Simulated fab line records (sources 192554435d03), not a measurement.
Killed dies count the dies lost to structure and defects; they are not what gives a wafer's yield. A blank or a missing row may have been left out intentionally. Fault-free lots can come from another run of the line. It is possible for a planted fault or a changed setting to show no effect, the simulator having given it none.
One fault seen from 2 desks :: flow n5 finfet :: each desk has only its own numbers; what lay behind them comes last

## DESK OF THE TOOL OWNER: epi rpcvd-03
The tool's own readings at N5_SD_EPI_P_EPI_21 (deposits SiGe:B, time 355 s): means of the sampled wafers that have a number, for each lot that ran on this tool. Any lot whose mean is over 4 standard deviations away from the usual mean is out of limits and marked OUT; that distance is given in the brackets.
Columns: A = susceptor temp C at N5_SD_EPI_P_EPI_21, usual 549.97 C; B = susceptor_temp_C_max at N5_SD_EPI_P_EPI_21, usual 551.00
lot: L145
first seen here: day 3 06:44
A: 550.00
B: 551.16

lot: L150
first seen here: day 4 13:07
A: 550.11
B: 551.12

lot: L156
first seen here: day 6 01:37
A: 552.74 (+11) OUT
B: 553.73 (+9.1) OUT

lot: L157
first seen here: day 6 11:31
A: 553.22 (+13) OUT
B: 554.37 (+11) OUT
This desk finds L156, L157 out of limits, L156 being first, at day 6 01:37 (susceptor temp C at N5_SD_EPI_P_EPI_21). L145, L150 stayed within limits.

## THE METROLOGY DESK
Means of the sampled wafers that have a number, per lot and without regard to the tool the lot ran on: this is what the gauges read. Any lot whose mean is over 4 standard deviations away from the usual mean is out of limits and marked OUT; that distance is given in the brackets.
Columns: A = cd nm at N5_SD_EPI_P_CD_MEAS_09, usual 239.8 nm; B = thk nm at N5_SD_EPI_P_EPI_MEAS_23, usual 61.1 nm
lot: L145
first seen here: day 3 04:41
A: 240.2
B: 61.4

lot: L150
first seen here: day 4 11:39
A: 239.3
B: 61.3

lot: L156
first seen here: day 6 00:11
A: 240.1
B: 66.2 (+4.2) OUT

lot: L157
first seen here: day 6 08:53
A: 240.4
B: 66.9 (+4.8) OUT

lot: L158
first seen here: day 6 15:22
A: 239.1
B: 60.7

lot: L160
first seen here: day 7 00:36
A: 240.1
B: 62.3

lot: L161
first seen here: day 7 04:37
A: 239.9
B: 62.5

lot: L163
first seen here: day 7 16:13
A: 239.3
B: 61.0

lot: L166
first seen here: day 8 10:53
A: 240.1
B: 60.9

lot: L167
first seen here: day 8 17:04
A: 239.1
B: 62.2
This desk finds L156, L157 out of limits, L156 being first, at day 6 03:49 (thk nm at N5_SD_EPI_P_EPI_MEAS_23). L145, L150, L158, L160, L161, L163, L166, L167 stayed within limits.

## ALL TOGETHER
The tool owner's desk had the chance to raise an alarm at day 6 01:37 on L156, L157.
On L156, L157, the metrology desk was in a position to raise an alarm at day 6 03:49.
Every lot named ran N5_SD_EPI_P_EPI_21 on epi rpcvd-03.

## WHAT WAS PUT IN BY THE SIMULATOR
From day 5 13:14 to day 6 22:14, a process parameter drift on epi rpcvd-03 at N5_SD_EPI_P_EPI_21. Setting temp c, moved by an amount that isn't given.
Struck lots among those shown: L156, L157.
Counting hours from when the fault started, the first reading out of limits came at 12 for the tool owner's desk and at 15 for the metrology desk.
